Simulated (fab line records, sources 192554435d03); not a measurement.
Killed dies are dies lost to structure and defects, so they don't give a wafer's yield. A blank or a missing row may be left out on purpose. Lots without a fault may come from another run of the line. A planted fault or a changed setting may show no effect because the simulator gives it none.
fab line records | flow n5_finfet
record lots=4 wafers=12 last_day=17
route steps=1938 shown BEOL_M9@1437 BEOL_M10@1470 BEOL_M15@1830 PASSIVATION@1936
lots that met no fault: from a run of the same line without faults
start_h: hours from the record's first day to the start of the lot's first wafer shown | wait_h: hours since the lot's step before | " the same as in the row above | L1.1+2: a row that stands for several wafers | - no value, or no start given | * or withheld: withheld | < > ~ a bound
route shown NAME@n: a module of which the file shows steps, and the number in the route of the first | usual: mean/standard deviation of fault-free wafers | same: alike in all rows | chamber/n: place in a boat | sites: the reading at each site | _std_site: their standard deviation | _edge_site: outer sites' mean less inner sites' | radius_mm: how far each site lies from the wafer's centre | mask NAME#n: copy n | behind: the tool/chamber that last shaped the wafer | hold: why the lot was held/for how many hours/how that ended | device: the transistor (n, p or np) that didn't switch | end of line: the same wafers' tests at the end of the route | a step without rows: its recipe alone | killed: dies lost to structure and defects at the first sort, not the wafer's yield | map: a wafer's dies, x killed, . not, _ none there
set.NAME: the setting as run; set.NAME@STEP: as run at that earlier step | model.NAME: the simulator's own value behind a step, which no gauge read
lots at some steps of the route; a table a step, a row a wafer
services: from which hour (start_h, from the record's first day; less than 0 if before it) a tool's chamber was out of use, for how many hours, and why
## steps
# step N5_BEOL_M9_DESCUM_33
# recipe chemistry=O2 time_s=7 source_power_w=50 bias_power_w=20 pressure_mtorr=20 rf_frequency_hz=2.712e+07 temp_c=40 resist=CAR-EUV o2_flow_sccm=225
# step N5_BEOL_M9_ETCH_76
# recipe chemistry=N2/H2 target=underlayer target_depth_a=65 mask_material=CAR-EUV time_s=5.2 ion_energy_ev=200 pressure_mtorr=30 source_w=840 bias_w=150 n2_flow_sccm=200 h2_flow_sccm=200 ends=cleared
# step N5_BEOL_M9_ETCH_65
# recipe chemistry=CF4 target=SiARC target_depth_a=156 mask_material=CAR-EUV time_s=26 ion_energy_ev=80 pressure_mtorr=40 source_w=545 bias_w=36 Ar_flow_sccm=100 cf4_flow_sccm=100 ends=cleared
# step N5_BEOL_M9_ETCH_66
# recipe chemistry=N2/H2 target=SOC target_depth_a=800 overetch_a=160 mask_material=SiARC temp_c=40 time_s=120 ion_energy_ev=200 pressure_mtorr=30 source_w=840 bias_w=150 n2_flow_sccm=200 h2_flow_sccm=200
# step N5_BEOL_M9_STRIP_69
# recipe chemistry=N2/H2 temp_c=40 n2_flow_sccm=200 h2_flow_sccm=200 rf_frequency_hz=6e+07
# step N5_BEOL_M9_STRIP_77
# recipe chemistry=N2/H2 temp_c=40 n2_flow_sccm=200 h2_flow_sccm=200 rf_frequency_hz=6e+07
# step N5_BEOL_M9_VIA_ETCH_34
# recipe chemistry=C4F6/O2 target=SiCOH_lowk target_depth_a=1824 mask_material=SOC taper_deg=4 time_s=68.4 ion_energy_ev=250 pressure_mtorr=30 source_w=345 bias_w=185 Ar_flow_sccm=300 C4F6_flow_sccm=10 O2_flow_sccm=10
# step N5_BEOL_M9_STRIP_73
# recipe chemistry=C4F6/O2 resist=SiARC rf_frequency_hz=6e+07
# step N5_BEOL_M9_STRIP_36
# recipe chemistry=N2/H2 power_w=450 temp_c=40 pressure_mtorr=20 rf_frequency_hz=6e+07 overash_fraction=0.3 bias_power_w=7 h2_frac=0.5 n2_flow_sccm=200 h2_flow_sccm=200
# step N5_BEOL_M9_TRENCH_ETCH_37
# recipe chemistry=C4F6/O2 target_depth_a=1514.3 target=SiCOH_lowk time_s=49 ion_energy_ev=250 pressure_mtorr=30 source_w=345 bias_w=185 Ar_flow_sccm=300 C4F6_flow_sccm=10 O2_flow_sccm=10
# usual bias_w=184.9/0.52 drypump_motor_current_A=5.5/0.52 oes_product_au=0.79/0.082 rf_fwd_power_W=341.2/1.6 rf_vpp_V=666/7.9 run_length_s=72.4/0.36 showerhead_plenum_p_Torr=2.86/0.083 throttle_valve_pct=20.95/0.22
# columns lot.wafer tool chamber start_h wait_h bias_w drypump_motor_current_A oes_product_au rf_fwd_power_W rf_hours_counter_h rf_vpp_V run_length_s showerhead_plenum_p_Torr throttle_valve_pct model.etch.depth_nm model.BEOL_M9.feature_depth_nm model.TiN_of_BEOL_M9_HM_DEP_02.thk_nm
L560.2 rie_diel-03 1 242.84 - 184.5 5.2 0.69 338.6 224 660 72.4 2.94 21.01 146.8 146.8 16
L560.5 " 2 " " 184.9 4.8 0.91 340.0 - 663 72.5 2.80 20.48 151.3 151.4 15.6
L560.6 " 3 " " 184.7 5.1 0.82 342.0 - 655 89.2 2.87 20.85 201.6 201.6 14.4
L563.3 rie_diel-03 1 258.32 - 184.6 5.2 0.68 340.1 228 661 88.6 2.93 20.99 191.6 191.6 14.6
L563.4 " 0 " " 184.9 5.3 0.69 342.0 218 678 88.4 2.92 20.93 197.6 197.6 14.8
L563.5 " 3 " " 184.9 5.1 0.81 341.5 - 655 73.1 2.87 20.85 149.5 149.4 16
L568.4 rie_diel-06 3 283.81 - 184.4 6.8 0.84 342.1 73 671 72.6 2.90 20.83 152.3 152.4 15.8
L568.5 " 2 " " 185.1 5.7 0.71 343.4 - 667 72.7 2.73 21.35 147.3 147.4 16
L568.6 " 3 " " 184.9 6.8 0.83 342.7 - 673 72.8 2.90 20.83 152.8 152.8 15.6
L575.1 rie_diel-03 0 332.43 - 184.4 5.3 0.67 341.0 240 677 72.0 2.91 20.95 148.2 148.2 16
L575.4 " 3 " " 185.4 5.1 0.79 341.5 132 655 72.9 2.86 20.88 150 150 16.2
L575.5 " 2 " " 184.6 4.8 0.86 338.9 - 663 72.9 2.79 20.52 150.6 150.6 15.8
# step N5_BEOL_M9_ETCH_41
# recipe chemistry=CH3F/O2 target=SiCN target_depth_a=366 taper_deg=2 time_s=70.1 ion_energy_ev=120 mask_material=TiN pressure_mtorr=30 source_w=395 bias_w=75 Ar_flow_sccm=150 CH3F_flow_sccm=30 O2_flow_sccm=20
# step N5_BEOL_M9_STRIP_80
# recipe chemistry=N2/H2 time_s=10 power_w=450 temp_c=40 pressure_mtorr=20 rf_frequency_hz=6e+07 bias_power_w=7 n2_flow_sccm=200 h2_flow_sccm=200
# step N5_BEOL_M9_OCD_MEAS_38
# usual trench_depth_nm=150.5/2.7
# columns lot.wafer tool chamber start_h wait_h trench_depth_nm
L560.2 ocd-02 - 243.02 - 147.0
L560.5 " - " " 151.7
L560.6 " - " " 201.7
L563.3 ocd-02 - 258.49 - 191.3
L563.4 " - " " 197.8
L563.5 " - " " 149.2
L568.4 ocd-01 - 283.99 - 152.1
L568.5 " - " " 147.5
L568.6 " - " " 152.9
L575.1 ocd-02 - 332.61 - 148.0
L575.4 " - " " 149.7
L575.5 " - " " 150.6
# step N5_BEOL_M9_HM_STRIP_39
# recipe chemistry=peroxide_tin_strip material=TiN target_depth_a=250 temp_c=50 time_s=158
# step N5_BEOL_M9_SRD_40
# recipe time_s=30 temp_c=23 rinse_liquid=diw dry=ipa_marangoni
# step N5_BEOL_M9_PRECLEAN_42
# recipe chemistry=residue_remover time_s=60 temp_c=40
# step N5_BEOL_M9_SRD_43
# recipe time_s=30 temp_c=23 rinse_liquid=diw dry=ipa_marangoni
# step N5_BEOL_M9_CURE_72
# recipe temp_c=370 time_s=120 ambient=DMADMS/He material=SiCOH_lowk
# step N5_BEOL_M9_DEGAS_44
# recipe ambient=vacuum temp_c=250 time_s=60
# step N5_BEOL_M9_PRE_CLEAN_45
# recipe gas=H2/He time_s=30 temp_c=250
# step N5_BEOL_M9_ALD_74
# recipe material=TaN target_thk_a=20 temp_c=275 ald_precursor_family=PDMAT ald_co_reactant=NH3 pressure_torr=3 carrier_flow_sccm=1500 pulse_time_s=2 purge_time_s=3 co_reactant_purge_time_s=2 co_reactant_pulse_time_s=3 ald_cycles=40 precursor_vessel_temp_c=75 precursor_vessel_pressure_torr=26.25 precursor_vessel_carrier_sccm=1000
# step N5_BEOL_M9_SURFACE_TREAT_79
# recipe gas=Ar time_s=* ion_energy_ev=* ion_current_ma_cm2=0.5 pressure_mtorr=* ar_flow_sccm=30
# step N5_BEOL_M9_CVD_78
# recipe material=Co target_thk_a=20 temp_c=withheld precursor=CCTBA/H2 pressure_torr=30 time_s=138.9
# step N5_BEOL_M9_SPUTTER_48
# recipe material=Cu target_thk_a=120 temp_c=-20 bias_v=60 power_w=26000 chamber_pressure_pa=0.13 time_s=2
# step N5_BEOL_M9_ECD_50
# recipe material=Cu target_thk_a=3180
# step N5_BEOL_M9_ANNEAL_51
# recipe temp_c=225 time_s=90 ambient=N2
# step N5_BEOL_M9_CMP_52
# recipe stop_on=SiCOH_lowk t_overpolish_s=7 down_force_psi=1 platen_rpm=50 clearing_platen_down_force_psi=1.5 clearing_platen_rpm=50 post_cmp_clean=cu_alkaline target_thk_nm=140 clearing_platen_pad_velocity_m_s=0.99484 pad_velocity_m_s=0.99484
# usual motor_current_A=6.2/0.62
# columns lot.wafer tool chamber start_h wait_h motor_current_A model.Cu_of_BEOL_M9_ECD_50.thk_nm
L560.2 cmp-03 2 245.69 0.3 5.5 135
L560.6 " 3 " " 6.4 190.4
L560.5 " 0 " " 6.9 140
L563.3 cmp-02 1 260.63 0.2 7.2 179.8
L563.4 " 2 " " 5.3 186.4
L563.5 " 1 " " 7.2 137.8
L568.4 cmp-04 2 287.86 0.1 6.6 139.2
L568.6 " 2 " " 6.8 141
L568.5 " 3 " " 6.0 135
L575.1 cmp-02 0 336.46 0.3 5.3 135.2
L575.4 " 1 " " 7.1 137
L575.5 " 0 " " 5.3 138.2
# step N5_BEOL_M9_THK_MEAS_53
# recipe thk_meas_gauge=xrf reads=Cu_of_BEOL_M9_ECD_50
# usual M9_THK=136.2/3
# columns lot.wafer tool chamber start_h wait_h M9_THK[nm]
L560.2 film_metro-02 - 245.87 - 133.1
L560.5 " - " " 138.0
L560.6 " - " " 187.2
L563.3 film_metro-02 - 260.93 - 176.0
L563.4 " - " " 182.9
L563.5 " - " " 135.5
L568.4 film_metro-01 - 288.15 - 136.9
L568.5 " - " " 132.4
L568.6 " - " " 138.1
L575.1 film_metro-01 - 336.75 - 133.9
L575.4 " - " " 135.3
L575.5 " - " " 135.6
# step N5_BEOL_M9_PRE_CLEAN_55
# recipe gas=NH3 time_s=15 temp_c=withheld rf_power_w=300
# step N5_BEOL_M9_DEP_56
# recipe material=SiCN target_thk_a=150 temp_c=withheld precursor=3MS/NH3 pressure_torr=3 rf_w=202 time_s=26.5
# step N5_BEOL_M9_RS_MEAS_57
# recipe thk_meas_gauge=four-point-probe reads=Cu_of_BEOL_M9_ECD_50+Co_of_BEOL_M9_CVD_78+TaN_of_BEOL_M9_ALD_74
# usual M9_RS=0.153/0.0034
# columns lot.wafer tool chamber start_h wait_h M9_RS[ohm/sq]
L560.2 film_metro-02 - 246.01 0.1 0.157
L560.5 " - " " 0.151
L560.6 " - " " 0.108
L563.3 film_metro-01 - 261.06 0.1 0.115
L563.4 " - " " 0.110
L563.5 " - " " 0.154
L568.4 film_metro-02 - 288.29 0.0 0.152
L568.5 " - " " 0.157
L568.6 " - " " 0.150
L575.1 film_metro-02 - 336.89 0.1 0.157
L575.4 " - " " 0.155
L575.5 " - " " 0.153
# step N5_BEOL_M10_ILD_DEP_00
# recipe material=SiCOH_lowk target_thk_a=3085.1 temp_c=300 precursor=DEMS/porogen pressure_torr=5 rf_w=500 time_s=58
# step N5_BEOL_M10_CURE_71
# recipe temp_c=385 time_s=240 ambient=He/Ar material=SiCOH_lowk
# step N5_BEOL_M10_PECVD_70
# recipe material=SiO2 target_thk_a=200 temp_c=400 precursor=TEOS/O2 pressure_torr=5.5 rf_w=450 teos_flow_sccm=53.8 gas=O2 flow_sccm=3000 time_s=22.7
# step N5_BEOL_M10_HM_DEP_02
# recipe material=TiN target_thk_a=200 temp_c=25 chamber_pressure_pa=0.49996
# step N5_BEOL_M10_COAT_59
# recipe resist=SOC temp_c=250 time_s=60 spin_rpm=1500 resist_thk_nm=100
# step N5_BEOL_M15_RC_MEAS_101
# usual COMB_M10=1.44e-11/3e-12 COMB_M11=1.45e-11/2.7e-12 COMB_M12=6.7e-12/1.5e-12 COMB_M13=5.3e-12/1.4e-12 COMB_M14=4e-12/1e-12 COMB_M15=3.1e-12/8.8e-13 COMB_M5=3.6e-11/7.4e-12 COMB_M6=2.5e-11/5.4e-12 COMB_M6_max_site=3.6e-11/9.1e-12 COMB_M7=2.5e-11/5e-12 COMB_M8=2.6e-11/5.2e-12 COMB_M8_max_site=3.7e-11/8.2e-12 SERP_M10=3.06/0.076 SERP_M11=3.09/0.081 SERP_M12=0.636/0.013 SERP_M12_max_site=0.651/0.014 SERP_M13=0.310/0.0053 SERP_M14=0.160/0.0031 SERP_M5=38.9/1.5 SERP_M6=13.8/0.49 SERP_M7=14.1/0.53 SERP_M8=13.6/0.4 SERP_M9=3.10/0.076 SERP_M9_max_site=3.19/0.083
# columns lot.wafer tool chamber start_h wait_h COMB_M10[S/m] COMB_M11[S/m] COMB_M12[S/m] COMB_M13[S/m] COMB_M14[S/m] COMB_M15[S/m] COMB_M5[S/m] COMB_M6[S/m] COMB_M6_max_site[S/m] COMB_M7[S/m] COMB_M8[S/m] COMB_M8_max_site[S/m] SERP_M10[ohm/um] SERP_M11[ohm/um] SERP_M12[ohm/um] SERP_M12_max_site[ohm/um] SERP_M13[ohm/um] SERP_M14[ohm/um] SERP_M5[ohm/um] SERP_M6[ohm/um] SERP_M7[ohm/um] SERP_M8[ohm/um] SERP_M9[ohm/um] SERP_M9_max_site[ohm/um]
L560.2 prober-01 0 289.74 0.2 1.5e-11 1.3e-11 6.5e-12 5.6e-12 3.7e-12 2.9e-12 4.2e-11 2e-11 3.4e-11 2.1e-11 2.2e-11 2.9e-11 3.11 3.07 0.630 0.642 0.302 0.160 39.3 13.9 15.1 13.9 3.16 3.21
L560.5 " 0 " " 1.01e-11 1.23e-11 6.4e-12 5.3e-12 3.7e-12 2.5e-12 4e-11 2.2e-11 2.9e-11 2.2e-11 2.8e-11 4.4e-11 3.11 3.02 0.616 0.632 0.303 0.156 39.6 13.4 13.7 13.5 3.04 3.15
L560.6 " 0 " " 1.49e-11 1.7e-11 5.9e-12 3.7e-12 4.3e-12 3.4e-12 3.7e-11 1.4e-11 2e-11 2.4e-11 2.9e-11 3.9e-11 3.12 3.03 0.612 0.620 0.312 0.156 39.0 13.6 13.8 13.8 2.19 2.25
L563.3 prober-01 0 304.48 0.3 2.01e-11 1.06e-11 6.5e-12 4.1e-12 3.4e-12 4.7e-12 4.2e-11 2.2e-11 3.8e-11 2.1e-11 3.4e-11 4.4e-11 2.97 3.05 0.649 0.666 0.309 0.161 40.7 13.8 12.8 14.0 2.37 2.37
L563.4 " 0 " " 1.61e-11 1.48e-11 8e-12 6e-12 3.8e-12 4e-12 4.8e-11 2.7e-11 5.3e-11 2e-11 3e-11 4.2e-11 2.88 3.05 0.639 0.658 0.307 0.163 41.1 14.0 13.8 13.9 2.26 2.32
L563.5 " 0 " " 1.73e-11 1.6e-11 5.6e-12 4.7e-12 4e-12 3.9e-12 3.7e-11 2.4e-11 3.3e-11 2.2e-11 2.4e-11 2.9e-11 2.85 3.06 0.639 0.649 0.308 0.162 38.2 13.5 13.6 14.2 3.12 3.20
L568.4 prober-01 0 332.09 0.6 1.44e-11 2.08e-11 6.6e-12 6.6e-12 4e-12 3.7e-12 3.3e-11 2.6e-11 3.4e-11 3.5e-11 3.2e-11 4.5e-11 3.03 3.10 0.646 0.657 0.308 0.163 40.0 13.6 15.0 14.1 3.06 3.11
L568.5 " 0 " " 2.43e-11 1.78e-11 7.7e-12 5.5e-12 4.7e-12 3.3e-12 2.9e-11 2.7e-11 4e-11 3.3e-11 2e-11 2.9e-11 3.07 3.17 0.635 0.656 0.303 0.164 40.6 13.0 15.0 14.1 3.12 3.20
L568.6 " 0 " " 1.45e-11 1.99e-11 8.6e-12 4.6e-12 4.7e-12 4e-12 4.5e-11 2.5e-11 3.6e-11 3.1e-11 2.5e-11 2.7e-11 3.10 3.25 0.636 0.651 0.319 0.159 37.9 13.1 14.4 13.7 3.01 3.11
L575.1 prober-01 0 388.00 0.0 1.39e-11 1.59e-11 8.1e-12 6e-12 4.7e-12 3.9e-12 2.7e-11 2.2e-11 2.9e-11 3.2e-11 2.5e-11 2.9e-11 3.06 3.02 0.642 0.657 0.318 0.165 39.4 13.5 14.7 13.6 3.19 3.22
L575.4 " 0 " " 1.56e-11 1.05e-11 9.6e-12 6.8e-12 4.4e-12 3.6e-12 4.1e-11 3.3e-11 4.7e-11 2.2e-11 2.2e-11 3.3e-11 2.99 3.03 0.665 0.678 0.310 0.161 38.2 13.9 14.3 13.6 3.13 3.19
L575.5 " 0 " " 1.6e-11 1.28e-11 6.3e-12 5.9e-12 3.7e-12 3.1e-12 3.1e-11 3.3e-11 3.9e-11 2.5e-11 2.5e-11 3.4e-11 3.10 3.04 0.630 0.649 0.307 0.158 38.2 14.5 13.8 13.3 3.13 3.17
# sites SERP_M9 radius_mm=0,75,75,75,75,140,140,140,140
L560.2 3.17 3.15 3.21 3.16 3.17 3.13 3.15 3.11 3.18
L563.3 2.37 2.35 2.37 2.35 2.37 2.29 2.37 2.30 2.37
L568.4 3.11 3.07 3.10 3.06 3.07 2.95 2.96 2.92 2.95
L575.1 3.22 3.19 3.18 3.20 3.22 3.13 3.11 3.06 3.20
# step N5_PASSIVATION_PROBE_49
# usual defect_limited_yield=91.1/1.4 killed_at_M0_to_M3=35/8.7 killed_at_M4_up=14/5.3 killed_at_contacts=12/6.2 killed_at_front_end=41/12 killed_at_other=3.4/2.6 killed_dies=105/16 killed_on_rim=14/3.8 killed_open=67/13 killed_short=36/7.3 sort_bin_5_function=5.2/0.96 sort_bin_6_memory=3.3/0.6 sort_n_pass=1075/16 sort_yield_pct=91.1/1.4
# same gross_dies=1180 killed_at_back_side=0 sort_bin_4_leakage[%]=0 sort_bin_8_speed[%]=0
# columns lot.wafer tool chamber start_h wait_h defect_limited_yield[%] killed_at_M0_to_M3 killed_at_M4_up killed_at_contacts killed_at_front_end killed_at_other killed_dies killed_on_rim killed_open killed_short sort_bin_5_function[%] sort_bin_6_memory[%] sort_n_pass sort_yield_pct[%]
L560.2 prober-01 - 305.19 0.1 89.6 29 14 19 57 4 123 17 83 37 5.9 4.3 1057 89.6
L560.5 prober-01 - 305.34 0.2 90.6 32 14 6 58 1 111 17 78 31 6.4 3.0 1069 90.6
L560.6 prober-01 - 305.39 0.3 90.6 28 16 3 62 2 111 14 85 24 5.9 3.2 1069 90.6
L563.3 prober-02 - 318.02 0.1 89.6 41 25 15 39 3 123 20 80 40 6.3 4.1 1057 89.6
L563.4 prober-02 - 318.07 0.2 91.4 43 12 8 38 0 101 8 66 34 5.1 3.2 1079 91.4
L563.5 prober-02 - 318.12 0.2 91.5 29 21 9 38 3 100 14 69 28 4.7 3.3 1080 91.5
L568.4 prober-02 - 346.68 0.4 92.5 22 15 8 38 5 88 6 48 38 4.2 3.1 1092 92.5
L568.5 prober-02 - 346.73 0.5 90.8 48 17 7 35 1 108 14 64 42 5.3 3.6 1072 90.8
L568.6 prober-02 - 346.78 0.5 93.2 24 15 13 28 0 80 16 48 32 3.6 2.7 1100 93.2
L575.1 prober-01 - 402.36 0.0 92.8 25 7 13 36 4 85 3 57 28 4.2 2.7 1095 92.8
L575.4 prober-01 - 402.51 0.2 91.1 37 12 12 43 1 105 10 74 30 4.6 3.8 1075 91.1
L575.5 prober-01 - 402.56 0.2 91.7 44 10 11 24 9 98 16 58 37 4.3 3.5 1082 91.7
# killed by level:class
L560.2 FIN_SAQP:geometric_particle:open=29 MOL_CONTACT_COAG:geometric_particle:open=17 BEOL_M0_SAQP:geometric_particle:open=11 BEOL_M0_SAQP:geometric_particle:short=7 FIN_SAQP:geometric_particle:short=6 GATE_CUT:geometric_particle:short=6 STI_FIN_REVEAL:geometric_particle:open=5 PASS1_CAP:geometric_particle:short=3
L560.5 FIN_SAQP:geometric_particle:open=19 STI_FIN_REVEAL:geometric_particle:open=11 BEOL_M0_SAQP:geometric_particle:open=10 BEOL_M0_SAQP:geometric_particle:short=7 BEOL_M4:geometric_particle:open=7 FIN_SAQP:geometric_particle:short=6 DUMMY_GATE:geometric_particle:open=6 GATE_CUT:geometric_particle:short=5
L560.6 STI_FIN_REVEAL:geometric_particle:open=17 FIN_SAQP:geometric_particle:open=12 BEOL_M3:geometric_particle:open=9 BEOL_M1:geometric_particle:open=8 GATE_CUT:geometric_particle:open=7 DUMMY_GATE:geometric_particle:open=6 BEOL_M2:geometric_particle:open=6 STARTING-WAFER:geometric_particle:short=5
L563.3 BEOL_M3:geometric_particle:open=12 BEOL_M4:geometric_particle:open=11 MOL_CONTACT_COAG:geometric_particle:open=10 BEOL_M2:geometric_particle:open=7 FIN_SAQP:geometric_particle:short=6 GATE_CUT:geometric_particle:short=6 GATE_CUT:geometric_particle:open=6 BEOL_M0_SAQP:geometric_particle:open=6
L563.4 BEOL_M0_SAQP:geometric_particle:short=13 BEOL_M0_SAQP:geometric_particle:open=10 BEOL_M3:geometric_particle:open=9 MOL_CONTACT_COAG:geometric_particle:open=8 GATE_CUT:geometric_particle:short=6 GATE_CUT:geometric_particle:open=6 BEOL_M1:geometric_particle:open=6 FIN_SAQP:geometric_particle:short=5
L563.5 FIN_SAQP:geometric_particle:open=10 STI_FIN_REVEAL:geometric_particle:open=10 BEOL_M2:geometric_particle:open=8 MOL_CONTACT_COAG:geometric_particle:open=7 BEOL_M4:geometric_particle:open=7 FIN_SAQP:geometric_particle:short=5 BEOL_M5:geometric_particle:open=5 BEOL_M0_SAQP:geometric_particle:open=4
L568.4 FIN_SAQP:geometric_particle:open=10 BEOL_M0_SAQP:geometric_particle:short=8 BEOL_M0_SAQP:geometric_particle:open=8 STI_FIN_REVEAL:geometric_particle:open=6 GATE_CUT:geometric_particle:short=6 MOL_CONTACT_COAG:geometric_particle:open=6 BEOL_M4:geometric_particle:short=6 STARTING-WAFER:geometric_particle:open=5
L568.5 BEOL_M0_SAQP:geometric_particle:open=17 BEOL_M0_SAQP:geometric_particle:short=15 STI_FIN_REVEAL:geometric_particle:open=12 FIN_SAQP:geometric_particle:short=6 MOL_CONTACT_COAG:geometric_particle:open=6 BEOL_M4:geometric_particle:open=6 BEOL_M1:geometric_particle:open=5 BEOL_M4:geometric_particle:short=5
L568.6 BEOL_M0_SAQP:geometric_particle:short=11 MOL_CONTACT_COAG:geometric_particle:open=10 STI_FIN_REVEAL:geometric_particle:open=9 BEOL_M1:geometric_particle:open=7 BEOL_M4:geometric_particle:open=7 GATE_CUT:geometric_particle:short=6 BEOL_M0_SAQP:geometric_particle:open=4 BEOL_M4:geometric_particle:short=4
L575.1 MOL_CONTACT_COAG:geometric_particle:open=10 FIN_SAQP:geometric_particle:open=9 BEOL_M0_SAQP:geometric_particle:open=8 STI_FIN_REVEAL:geometric_particle:open=7 STARTING-WAFER:geometric_particle:short=6 BEOL_M0_SAQP:geometric_particle:short=5 BEOL_M3:geometric_particle:open=4 BEOL_M1:geometric_particle:open=4
L575.4 MOL_CONTACT_COAG:geometric_particle:open=12 BEOL_M0_SAQP:geometric_particle:open=12 STI_FIN_REVEAL:geometric_particle:open=11 BEOL_M4:geometric_particle:open=9 GATE_CUT:geometric_particle:short=8 BEOL_M1:geometric_particle:open=7 BEOL_M0_SAQP:geometric_particle:short=7 BEOL_M3:geometric_particle:open=5
L575.5 BEOL_M0_SAQP:geometric_particle:short=14 BEOL_M2:geometric_particle:open=11 MOL_CONTACT_COAG:geometric_particle:open=9 BEOL_M0_SAQP:geometric_particle:open=9 BEOL_M3:geometric_particle:open=5 STI_FIN_REVEAL:geometric_particle:open=4 STARTING-WAFER:geometric_particle:short=4 STARTING-WAFER:geometric_particle:open=3
## services
# columns tool chamber start_h hours kind
cmp-04 - 243.72 28.0 repair
cmp-02 - 264.82 10.7 pm
rie_diel-03 1 291.24 4.8 repair
rie_diel-03 - 296.14 0.2 repair
rie_diel-06 - 307.82 0.2 repair
cmp-02 - 308.38 3.8 repair
cmp-02 - 328.15 4.0 pm
cmp-02 - 332.15 - consumable_replace:conditioner
cmp-02 - 332.15 - consumable_replace:pad
## key
first_sign step=N5_BEOL_M9_TRENCH_ETCH_37 reading=run_length_s direction=up sigmas=45 usual=* struck=*
effect step=N5_BEOL_M9_OCD_MEAS_38 reading=trench_depth_nm direction=up sigmas=17 usual=150.5 struck=196.9
effect step=N5_BEOL_M9_THK_MEAS_53 reading=M9_THK direction=up sigmas=15 usual=136.2 struck=182.1
effect step=N5_BEOL_M9_RS_MEAS_57 reading=M9_RS direction=down sigmas=12 usual=0.153 struck=0.111
effect step=N5_BEOL_M15_RC_MEAS_101 reading=SERP_M9 direction=down sigmas=11 usual=3.10 struck=2.27
model_effect step=N5_BEOL_M9_TRENCH_ETCH_37 value=etch.depth_nm without=147.5 struck=196.9
model_effect step=N5_BEOL_M9_CMP_52 value=Cu_of_BEOL_M9_ECD_50.thk_nm without=136 struck=185.5
met_at N5_BEOL_M9_TRENCH_ETCH_37
struck_wafers L560.6,L563.3,L563.4
fault kind=process_parameter_drift tool=rie_diel-03 chamber=- onset_h=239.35 steps=N5_BEOL_M9_TRENCH_ETCH_37 channel=time_s offset=* shape=step end_h=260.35 scope=struck_wafers_only acts_in=* stated=*
